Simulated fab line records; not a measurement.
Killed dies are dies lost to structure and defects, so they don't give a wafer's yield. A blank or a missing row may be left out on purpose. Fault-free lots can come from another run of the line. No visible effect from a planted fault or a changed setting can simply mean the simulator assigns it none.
Matching of chambers    flow n5Finfet    3 sister chambers for N5_BEOL_M7_DEP_56 on pecvd-03
The step deposits SiCN from 3MS/NH3, target thk 10 nm, time 17.5 s. 18 wafers are shown with their chamber, then 9 later ones without.

== WAFERS WITH THEIR CHAMBER ==
wafer   chamber  throttleValvePct (%)  showerheadPlenumPTorr (Torr)  chamberPressureTorr (Torr)
L074.1  1        9.4                   3.690                         3.008
L074.3  0        10.9                  3.659                         3.006
L074.5  0        11.0                  3.667                         3.005
L075.1  1        9.2                   3.690                         2.997
L075.4  2        8.1                   3.691                         3.000
L075.6  1        9.5                   3.690                         2.995
L080.1  2        7.9                   3.694                         2.991
L080.3  0        10.8                  3.654                         3.006
L080.4  2        8.0                   3.684                         2.996
L087.1  1        9.5                   3.687                         2.996
L087.4  0        11.0                  3.659                         2.995
L087.5  1        9.5                   3.690                         3.009
L085.3  1        9.6                   3.688                         2.990
L085.5  1        9.3                   3.694                         2.999
L085.6  2        8.2                   3.686                         3.003
L091.1  1        9.5                   3.690                         3.005
L091.4  2        8.2                   3.689                         2.996
L091.6  1        9.4                   3.686                         2.989

SIGNATURES (averages over the wafers above)
reading                chamber 0  chamber 1  chamber 2  scatter within a chamber
throttleValvePct       10.925     9.433      8.080      0.12
showerheadPlenumPTorr  3.65975    3.68944    3.68880    0.00358
chamberPressureTorr    3.00300    2.99867    2.99720    0.0063
Rule: distance of a wafer from a chamber = root of the sum over the readings of ((wafer's reading minus chamber's mean) / reading's scatter) squared. If the next closest chamber is less than 2 further off than the closest, the wafer can't be placed; otherwise it belongs to the closest. The scatter is the square root of a quotient: the sum, over the shown wafers, of each reading's squared deviation from its chamber's mean, divided by wafers minus chambers.

== WAFERS WHOSE CHAMBER IS MISSING ==
wafer   throttleValvePct (%)  showerheadPlenumPTorr (Torr)  chamberPressureTorr (Torr)
L090.1  9.6                   3.685                         3.001
L090.3  8.1                   3.685                         3.007
L090.6  9.6                   3.678                         3.010
L094.3  9.6                   3.692                         3.017
L094.5  7.9                   3.700                         2.991
L094.6  9.6                   3.682                         3.002
L093.1  10.8                  3.662                         2.997
L093.3  8.3                   3.686                         2.998
L093.5  8.2                   3.685                         2.997

== WHICH CHAMBER EACH WENT THROUGH ==
wafer   from the rows above  in truth
L090.1  1                    1
L090.3  2                    2
L090.6  1                    1
L094.3  1                    1
L094.5  2                    2
L094.6  1                    1
L093.1  0                    0
L093.3  2                    2
L093.5  2                    2
Correct placement for 9 of the 9. Not placeable from these rows: 0. Wrongly placed: 0.
